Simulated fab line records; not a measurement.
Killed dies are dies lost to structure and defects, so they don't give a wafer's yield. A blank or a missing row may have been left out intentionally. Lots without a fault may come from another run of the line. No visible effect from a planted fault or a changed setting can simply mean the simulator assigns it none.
The tool behind it: which one? + flow n5 finfet + 72 wafers from 24 lots sampled at 6 of the route's 1938 steps

## WHAT THE GAUGES SHOWED, per wafer
N5_FIN_CUT_INSPECT_10: inspects for defects (brightfield).
| lot  | measured    | on                | raw defect count |
|------|-------------|-------------------|------------------|
| L074 | day 2 03:08 | defect inspect-02 | 42 35 48         |
| L075 | day 2 09:08 | defect inspect-01 | 62 47 72         |
| L076 | day 2 15:08 | defect inspect-02 | 40 67 39         |
| L077 | day 2 21:26 | defect inspect-01 | 50 38 56         |
| L078 | day 3 02:25 | defect inspect-01 | 33 46 33         |
| L079 | day 3 09:05 | defect inspect-01 | 40 54 53         |
| L080 | day 3 16:35 | defect inspect-01 | 36 44 38         |
| L081 | day 3 20:55 | defect inspect-02 | 34 20 38         |
| L082 | day 4 02:35 | defect inspect-02 | 38 32 43         |
| L083 | day 4 11:05 | defect inspect-01 | 57 41 34         |
| L084 | day 4 14:56 | defect inspect-02 | 33 50 41         |
| L085 | day 4 23:43 | defect inspect-02 | 46 46 26         |
| L086 | day 5 04:01 | defect inspect-02 | 41 30 41         |
| L087 | day 5 09:04 | defect inspect-02 | 30 31 40         |
| L088 | day 5 16:00 | defect inspect-01 | 40 40 37         |
| L089 | day 5 21:19 | defect inspect-01 | 78 56 63         |
| L090 | day 6 06:58 | defect inspect-01 | 69 53 74         |
| L091 | day 6 09:36 | defect inspect-02 | 35 70 37         |
| L092 | day 6 15:37 | defect inspect-02 | 41 37 37         |
| L093 | day 6 20:47 | defect inspect-02 | 34 35 35         |
| L094 | day 7 04:33 | defect inspect-01 | 74 56 30         |
| L095 | day 7 09:31 | defect inspect-01 | 48 58 38         |
| L096 | day 7 15:32 | defect inspect-01 | 40 55 39         |
| L097 | day 7 20:40 | defect inspect-02 | 69 41 37         |

N5_DUMMY_GATE_OVL_MEAS_16.
| lot  | measured    | on         | GATE_OVL (nm)  |
|------|-------------|------------|----------------|
| L074 | day 2 22:37 | overlay-02 | 0.8 0.7 1.2    |
| L075 | day 3 03:33 | overlay-01 | 0.8 -0.1 0.9   |
| L076 | day 3 10:08 | overlay-02 | 1.4 0.3 1.1    |
| L077 | day 3 16:05 | overlay-01 | 2.2 0.7 1.9    |
| L078 | day 3 22:18 | overlay-02 | -0.2 -0.2 -0.6 |
| L079 | day 4 05:07 | overlay-01 | -0.7 -0.4 -0.5 |
| L080 | day 4 12:13 | overlay-01 | 0.7 1.0 0.7    |
| L081 | day 4 15:18 | overlay-01 | 1.1 1.5 1.3    |
| L082 | day 4 21:12 | overlay-02 | 0.5 0.5 0.0    |
| L083 | day 5 05:31 | overlay-02 | 1.3 1.6 1.2    |
| L084 | day 5 09:23 | overlay-01 | 0.2 0.3 -0.8   |
| L085 | day 5 19:17 | overlay-02 | 1.6 1.6 0.6    |
| L086 | day 5 23:06 | overlay-02 | 1.4 -0.3 1.1   |
| L087 | day 6 06:40 | overlay-01 | 1.9 1.4 1.9    |
| L088 | day 6 11:52 | overlay-02 | -0.4 -0.1 0.0  |
| L089 | day 6 16:07 | overlay-02 | 1.4 0.2 1.4    |
| L090 | day 7 01:13 | overlay-02 | 1.2 0.6 0.7    |
| L091 | day 7 05:21 | overlay-02 | 0.8 1.2 0.1    |
| L092 | day 7 10:26 | overlay-01 | 0.7 -0.7 0.3   |
| L093 | day 7 15:02 | overlay-02 | 0.1 1.2 1.1    |
| L094 | day 7 23:05 | overlay-01 | 1.4 0.1 -0.4   |
| L095 | day 8 04:11 | overlay-01 | 0.7 1.0 0.2    |
| L096 | day 8 09:52 | overlay-01 | -0.4 -0.7 -0.6 |
| L097 | day 8 15:29 | overlay-02 | 0.6 -0.4 0.7   |

N5_SD_EPI_N_OVL_MEAS_10.
| lot  | measured    | on         | SD_N_BLK_OVL (nm) |
|------|-------------|------------|-------------------|
| L074 | day 3 01:08 | overlay-01 | 0.2 0.7 0.3       |
| L075 | day 3 05:54 | overlay-02 | 2.3 1.6 1.2       |
| L076 | day 3 12:49 | overlay-01 | -0.6 -0.2 -0.4    |
| L077 | day 3 18:14 | overlay-01 | -0.1 -0.3 -0.5    |
| L078 | day 4 00:44 | overlay-02 | 0.8 0.8 0.8       |
| L079 | day 4 07:40 | overlay-01 | 0.0 1.5 0.9       |
| L080 | day 4 14:51 | overlay-01 | 1.3 0.9 1.0       |
| L081 | day 4 17:47 | overlay-01 | 0.8 0.8 0.5       |
| L082 | day 5 01:18 | overlay-02 | 1.8 0.6 0.0       |
| L083 | day 5 07:53 | overlay-01 | 1.1 0.4 -0.2      |
| L084 | day 5 11:41 | overlay-02 | -0.3 0.2 0.0      |
| L085 | day 5 21:26 | overlay-01 | 0.0 0.7 1.1       |
| L086 | day 6 01:16 | overlay-02 | 1.2 0.4 1.6       |
| L087 | day 6 09:16 | overlay-01 | 1.0 2.3 1.3       |
| L088 | day 6 14:08 | overlay-01 | -0.7 0.6 -0.1     |
| L089 | day 6 18:16 | overlay-01 | -0.1 0.6 0.5      |
| L090 | day 7 03:52 | overlay-02 | 0.3 0.8 0.1       |
| L091 | day 7 07:46 | overlay-01 | 0.9 -0.4 -0.3     |
| L092 | day 7 15:13 | overlay-02 | 0.9 0.8 0.2       |
| L093 | day 7 17:19 | overlay-01 | 0.8 1.0 0.9       |
| L094 | day 8 01:31 | overlay-02 | -0.2 0.8 0.9      |
| L095 | day 8 07:08 | overlay-02 | 0.3 1.2 -0.2      |
| L096 | day 8 14:25 | overlay-02 | 1.5 -0.4 0.6      |
| L097 | day 8 18:05 | overlay-01 | 1.7 1.8 0.4       |

## WHICH TOOL RAN EACH LOT (tool, then ch and the chambers of the sampled wafers, then the start)
| lot  | N5_FIN_CUT_CUT_ETCH_28          | N5_STI_FIN_REVEAL_ALD_14         | N5_SPACER0_ALD_08                |
|------|---------------------------------|----------------------------------|----------------------------------|
| L074 | rie si-04 ch 0,1,3, day 2 03:55 | ald sin-02 ch 0,3, day 2 04:14   | ald sin-02 ch 1,2, day 3 00:32   |
| L075 | rie si-04 ch 1,3, day 2 09:54   | ald sin-02 ch 2,3, day 2 10:13   | ald sin-02 ch 2,3, day 3 05:19   |
| L076 | rie si-01 ch 1,3, day 2 15:50   | ald sin-03 ch 0,2, day 2 16:13   | ald sin-02 ch 1,2,3, day 3 12:22 |
| L077 | rie si-01 ch 1,2, day 2 22:09   | ald sin-02 ch 0,2,3, day 2 22:46 | ald sin-02 ch 0,1, day 3 17:46   |
| L078 | rie si-01 ch 1,2,3, day 3 03:08 | ald sin-01 ch 0,1,3, day 3 03:27 | ald sin-01 ch 0,1,2, day 4 00:09 |
| L079 | rie si-01 ch 0,2,3, day 3 10:01 | ald sin-01 ch 2,3, day 3 11:06   | ald sin-04 ch 0,1,2, day 4 07:04 |
| L080 | rie si-04 ch 1,3, day 3 17:19   | ald sin-01 ch 0,1, day 3 17:46   | ald sin-04 ch 1,3, day 4 14:23   |
| L081 | rie si-04 ch 0,2, day 3 21:38   | ald sin-01 ch 2,3, day 3 21:57   | ald sin-04 ch 0,1,2, day 4 17:20 |
| L082 | rie si-01 ch 0,2,3, day 4 03:18 | ald sin-02 ch 0,1,2, day 4 03:48 | ald sin-01 ch 0,1,2, day 5 00:41 |
| L083 | rie si-01 ch 0,1,2, day 4 11:49 | ald sin-02 ch 0,1,3, day 4 12:07 | ald sin-01 ch 0,1, day 5 07:19   |
| L084 | rie si-06 ch 1,3, day 4 15:39   | ald sin-01 ch 0,2,3, day 4 16:01 | ald sin-04 ch 2,3, day 5 11:13   |
| L085 | rie si-06 ch 1,2,3, day 5 00:26 | ald sin-01 ch 2,3, day 5 00:52   | ald sin-02 ch 0,2, day 5 20:58   |
| L086 | rie si-04 ch 0,1,2, day 5 04:46 | ald sin-01 ch 0,2, day 5 05:58   | ald sin-02 ch 0,2,3, day 6 00:48 |
| L087 | rie si-01 ch 0,1,3, day 5 09:48 | ald sin-02 ch 0,3, day 5 11:19   | ald sin-01 ch 2,3, day 6 08:48   |
| L088 | rie si-06 ch 1,2,3, day 5 16:44 | ald sin-03 ch 0,2, day 5 17:31   | ald sin-01 ch 1,2, day 6 13:33   |
| L089 | rie si-06 ch 1,2,3, day 5 22:02 | ald sin-03 ch 0,2,3, day 5 22:57 | ald sin-02 ch 0,2,3, day 6 17:48 |
| L090 | rie si-06 ch 1,3, day 6 07:41   | ald sin-03 ch 0,2,3, day 6 08:00 | ald sin-02 ch 0,3, day 7 03:16   |
| L091 | rie si-06 ch 0,1,2, day 6 10:44 | ald sin-01 ch 2,3, day 6 11:02   | ald sin-02 ch 0,2,3, day 7 07:10 |
| L092 | rie si-06 ch 1,2,3, day 6 16:23 | ald sin-02 ch 2,3, day 6 17:05   | ald sin-02 ch 0,2, day 7 14:46   |
| L093 | rie si-06 ch 0,2, day 6 21:31   | ald sin-02 ch 0,2,3, day 6 21:49 | ald sin-02 ch 0,1, day 7 16:44   |
| L094 | rie si-01 ch 0,2,3, day 7 05:23 | ald sin-03 ch 0,1, day 7 05:50   | ald sin-01 ch 0,1,3, day 8 01:04 |
| L095 | rie si-01 ch 0,3, day 7 10:17   | ald sin-02 ch 0,1,3, day 7 11:04 | ald sin-02 ch 1,3, day 8 06:40   |
| L096 | rie si-01 ch 0,1,2, day 7 16:16 | ald sin-03 ch 0,1,2, day 7 16:35 | ald sin-02 ch 0,1,3, day 8 13:56 |
| L097 | rie si-06 ch 0,2,3, day 7 21:23 | ald sin-01 ch 1,2, day 7 22:00   | ald sin-02 ch 0,1,3, day 8 17:38 |
- N5_FIN_CUT_CUT_ETCH_28: etches Si in HBr/Cl2/O2, target depth 6 nm, time 2.4 s.
- N5_STI_FIN_REVEAL_ALD_14: deposits Si3N4, target thk 3 nm.
- N5_SPACER0_ALD_08: deposits SiNx, target thk 2 nm.

## AS READ BY THE TOOLS THEMSELVES (means over the sampled wafers that have a number; for cases with no such wafer, the mark the record gives instead)
N5_FIN_CUT_CUT_ETCH_28.
| lot  | tool      | drypump motor current A (A) | he backside leak sccm (sccm) | oes product au (a.u.) | throttle valve pct (%) |
|------|-----------|-----------------------------|------------------------------|-----------------------|------------------------|
| L074 | rie si-04 | 5.4                         | 2.6                          | 1.009                 | 37.2                   |
| L075 | rie si-04 | 5.5                         | 2.7                          | 1.013                 | 37.3                   |
| L076 | rie si-01 | 5.6                         | 2.7                          | 0.999                 | 37.0                   |
| L077 | rie si-01 | 5.6                         | 2.8                          | 1.002                 | 37.1                   |
| L078 | rie si-01 | 5.7                         | 2.8                          | 1.000                 | 36.9                   |
| L079 | rie si-01 | 5.9                         | 2.7                          | 0.986                 | 37.1                   |
| L080 | rie si-04 | 5.6                         | 2.7                          | 1.028                 | 37.2                   |
| L081 | rie si-04 | 5.1                         | 2.3                          | 0.995                 | 37.1                   |
| L082 | rie si-01 | 5.9                         | 2.8                          | 0.992                 | 37.1                   |
| L083 | rie si-01 | 5.9                         | 3.0                          | 0.992                 | 37.2                   |
| L084 | rie si-06 | 5.8                         | 2.6                          | 0.996                 | 37.1                   |
| L085 | rie si-06 | 5.7                         | 2.7                          | 0.997                 | 37.0                   |
| L086 | rie si-04 | 5.4                         | 2.4                          | 1.012                 | 37.1                   |
| L087 | rie si-01 | 5.8                         | 2.8                          | 0.995                 | 37.1                   |
| L088 | rie si-06 | 5.7                         | 2.7                          | 0.994                 | 37.0                   |
| L089 | rie si-06 | 5.7                         | 2.7                          | 0.994                 | 37.0                   |
| L090 | rie si-06 | 5.8                         | 2.7                          | 0.995                 | 37.1                   |
| L091 | rie si-06 | 5.3                         | 2.7                          | 0.997                 | 37.4                   |
| L092 | rie si-06 | 5.7                         | 2.7                          | 0.997                 | 37.0                   |
| L093 | rie si-06 | 5.3                         | 2.9                          | 0.988                 | 37.3                   |
| L094 | rie si-01 | 5.9                         | 2.6                          | 0.987                 | 37.1                   |
| L095 | rie si-01 | 5.9                         | 2.6                          | 0.984                 | 37.0                   |
| L096 | rie si-01 | 5.8                         | 2.7                          | 0.989                 | 37.2                   |
| L097 | rie si-06 | 5.6                         | 2.9                          | 0.993                 | 37.2                   |

N5_STI_FIN_REVEAL_ALD_14.
| lot  | tool       | heater power w (W) |
|------|------------|--------------------|
| L074 | ald sin-02 | 923                |
| L075 | ald sin-02 | 915                |
| L076 | ald sin-03 | 825                |
| L077 | ald sin-02 | 890                |
| L078 | ald sin-01 | 830                |
| L079 | ald sin-01 | 921                |
| L080 | ald sin-01 | 825                |
| L081 | ald sin-01 | 945                |
| L082 | ald sin-02 | 812                |
| L083 | ald sin-02 | 849                |
| L084 | ald sin-01 | 911                |
| L085 | ald sin-01 | 890                |
| L086 | ald sin-01 | 962                |
| L087 | ald sin-02 | 902                |
| L088 | ald sin-03 | 808                |
| L089 | ald sin-03 | 857                |
| L090 | ald sin-03 | 854                |
| L091 | ald sin-01 | 887                |
| L092 | ald sin-02 | 907                |
| L093 | ald sin-02 | 872                |
| L094 | ald sin-03 | 910                |
| L095 | ald sin-02 | 828                |
| L096 | ald sin-03 | 901                |
| L097 | ald sin-01 | 854                |

N5_SPACER0_ALD_08.
| lot  | tool       | heater power w (W) |
|------|------------|--------------------|
| L074 | ald sin-02 | 763                |
| L075 | ald sin-02 | 916                |
| L076 | ald sin-02 | 840                |
| L077 | ald sin-02 | 816                |
| L078 | ald sin-01 | 899                |
| L079 | ald sin-04 | 900                |
| L080 | ald sin-04 | 1020               |
| L081 | ald sin-04 | 883                |
| L082 | ald sin-01 | 874                |
| L083 | ald sin-01 | 833                |
| L084 | ald sin-04 | 992                |
| L085 | ald sin-02 | 832                |
| L086 | ald sin-02 | 863                |
| L087 | ald sin-01 | 945                |
| L088 | ald sin-01 | 869                |
| L089 | ald sin-02 | 870                |
| L090 | ald sin-02 | 852                |
| L091 | ald sin-02 | 858                |
| L092 | ald sin-02 | 832                |
| L093 | ald sin-02 | 769                |
| L094 | ald sin-01 | 841                |
| L095 | ald sin-02 | 789                |
| L096 | ald sin-02 | 825                |
| L097 | ald sin-02 | 826                |

## THE ANSWER, worked out from the rows above alone
Rule: usual is defined by the lots themselves. The widest of any qualifying gaps counts: lots, ordered by their means at a reading, are off when they make up no more than a third of the lots, leave a main group of 4 or more, and stand apart from it by 3 or more times the standard deviation of that group's means. The tables above print the reading to a certain number of digits; a main group whose means all agree to those digits is not used. A lot without any number at a reading at which 4 lots or more have one is off too. Any other lot the step has rows for is counted as sound. First the gauges in route order, then the tools' own readings, where a lot's mean is used as printed above. The first step at which some lot is off is used, and at that step the reading that is off furthest; a lot without a number counts as furthest.
Across all readings shown, no lot is off: no conclusion can be drawn from this.

## WHAT THE SIMULATOR HAD PUT IN
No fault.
